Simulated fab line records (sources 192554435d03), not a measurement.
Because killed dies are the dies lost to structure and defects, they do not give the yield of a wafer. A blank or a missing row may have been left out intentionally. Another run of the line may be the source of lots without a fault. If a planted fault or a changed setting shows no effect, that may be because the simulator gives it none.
Matching of chambers -- flow n5Finfet -- N5_BEOL_M9_DEP_56 on pecvd-01 has 3 sister chambers
The step deposits SiCN from 3MS/NH3, target thk 15 nm, time 26.5 s. 14 wafers are shown with their chamber, then 7 later ones without.

## EACH WAFER AND ITS CHAMBER
wafer,chamber,throttleValvePct (%),rfFwdPowerW (W),showerheadPlenumPTorr (Torr)
L076.1,0,9.1,198.9,3.679
L076.4,0,9.3,199.3,3.686
L076.6,0,9.0,198.2,3.669
L075.2,1,9.9,200.6,3.662
L075.4,2,8.7,198.9,3.671
L075.6,0,9.3,198.6,3.677
L079.2,0,9.1,199.0,3.671
L079.3,1,9.8,200.0,3.663
L079.5,2,8.6,198.3,3.653
L085.2,2,8.5,199.0,3.656
L085.5,1,10.1,200.3,3.660
L085.6,2,8.8,198.8,3.671
L087.2,1,10.1,201.0,3.676
L087.3,2,8.5,199.5,3.663

SIGNATURES, as means of the wafers listed above
reading,chamber 0,chamber 1,chamber 2,scatter within a chamber
throttleValvePct,9.160,9.975,8.620,0.137
rfFwdPowerW,198.800,200.475,198.900,0.425
showerheadPlenumPTorr,3.67640,3.66525,3.66280,0.0075
Rule: distance of a wafer from a chamber = root of the sum over the readings of ((wafer's reading minus chamber's mean) / reading's scatter) squared. The wafer belongs to the nearest chamber; if the next one is less than 2 further off, it can't be placed. The scatter: the root of (the sum of the squares of (reading less its chamber's mean) over the shown wafers, divided by (wafers less chambers)).

## WAFERS WITHOUT THEIR CHAMBER
wafer,throttleValvePct (%),rfFwdPowerW (W),showerheadPlenumPTorr (Torr)
L087.6,9.4,199.9,3.673
L086.1,9.6,201.7,3.664
L086.3,8.7,199.5,3.668
L086.5,9.1,198.6,3.671
L096.1,8.6,199.0,3.666
L096.2,9.5,199.6,3.685
L096.5,9.2,199.9,3.674

## CHAMBER TAKEN BY EACH
wafer,from the rows above,in truth
L087.6,can't be placed: 0 or 1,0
L086.1,1,1
L086.3,2,2
L086.5,0,0
L096.1,2,2
L096.2,can't be placed: 0 or 1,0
L096.5,0,0
5 of 7 placed correctly. From these rows, 2 cannot be placed; in 2 the true chamber is one of the candidates. 0 placed wrongly.
